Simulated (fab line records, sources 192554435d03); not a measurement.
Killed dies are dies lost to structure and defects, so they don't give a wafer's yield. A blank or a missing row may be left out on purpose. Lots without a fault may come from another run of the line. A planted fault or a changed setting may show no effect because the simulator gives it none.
Chamber matching | flow n5_finfet | N5_BEOL_M6_CMP_52 on cmp-02: 4 sister chambers
The step polishes, stops on SiCOH lowk, t overpolish 6.9 s, target thk 80 nm. 14 wafers are shown with their chamber, then 7 later ones without.

WAFERS WITH THEIR CHAMBER
wafer  | chamber | motor_current_A (A) | time_to_endpoint_s (s) | barrier_field_endpoint_s (s)
L075.2 | 3       | 6.4                 | 61                     | 29.5
L075.3 | 1       | 7.0                 | 57                     | 27.7
L075.6 | 2       | 6.1                 | 59                     | 29.0
L082.2 | 0       | 6.1                 | 69                     | 29.7
L082.3 | 1       | 7.4                 | 62                     | 27.7
L082.4 | 3       | 6.5                 | 64                     | 28.4
L083.1 | 2       | 5.7                 | 59                     | 28.4
L083.5 | 1       | 7.5                 | 64                     | 30.0
L083.6 | 0       | 6.0                 | 71                     | 30.9
L085.1 | 1       | 7.5                 | 59                     | 28.9
L085.3 | 2       | 5.9                 | 60                     | 27.9
L085.5 | 0       | 6.2                 | 68                     | 29.8
L091.2 | 3       | 6.5                 | 61                     | 28.9
L091.3 | 1       | 7.1                 | 59                     | 29.1

SIGNATURES (means of the wafers above)
reading                  | chamber 0 | chamber 1 | chamber 2 | chamber 3 | scatter within a chamber
motor_current_A          | 6.100     | 7.300     | 5.900     | 6.467     | 0.181
time_to_endpoint_s       | 69.33     | 60.20     | 59.33     | 62.00     | 2.05
barrier_field_endpoint_s | 30.133    | 28.680    | 28.433    | 28.933    | 0.774
Rule: a wafer's distance from a chamber is the root of the sum, over the readings, of the square of ((its reading less the chamber's mean) divided by the reading's scatter). The wafer belongs to the nearest chamber; if the next one is less than 2 further off, it can't be placed. The scatter: the root of (the sum of the squares of (reading less its chamber's mean) over the shown wafers, divided by (wafers less chambers)).

WAFERS WITHOUT THEIR CHAMBER
wafer  | motor_current_A (A) | time_to_endpoint_s (s) | barrier_field_endpoint_s (s)
L091.5 | 6.1                 | 60                     | 28.4
L089.1 | 6.0                 | 57                     | 28.6
L089.4 | 6.1                 | 61                     | 29.8
L089.6 | 5.8                 | 60                     | 29.8
L093.3 | 7.6                 | 61                     | 28.7
L093.5 | 5.9                 | 64                     | 29.2
L093.6 | 7.4                 | 61                     | 28.7

WHICH CHAMBER EACH WENT THROUGH
wafer  | from the rows above          | in truth
L091.5 | can't be placed: 2 or 3      | 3
L089.1 | 2                            | 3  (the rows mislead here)
L089.4 | can't be placed: 2 or 3 or 0 | 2
L089.6 | 2                            | 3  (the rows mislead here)
L093.3 | 1                            | 1
L093.5 | can't be placed: 2 or 0 or 3 | 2
L093.6 | 1                            | 1
Placed correctly: 2 of 7. Can't be placed from these rows: 3 (the true chamber is among the candidates in 3). Placed wrongly: 2.
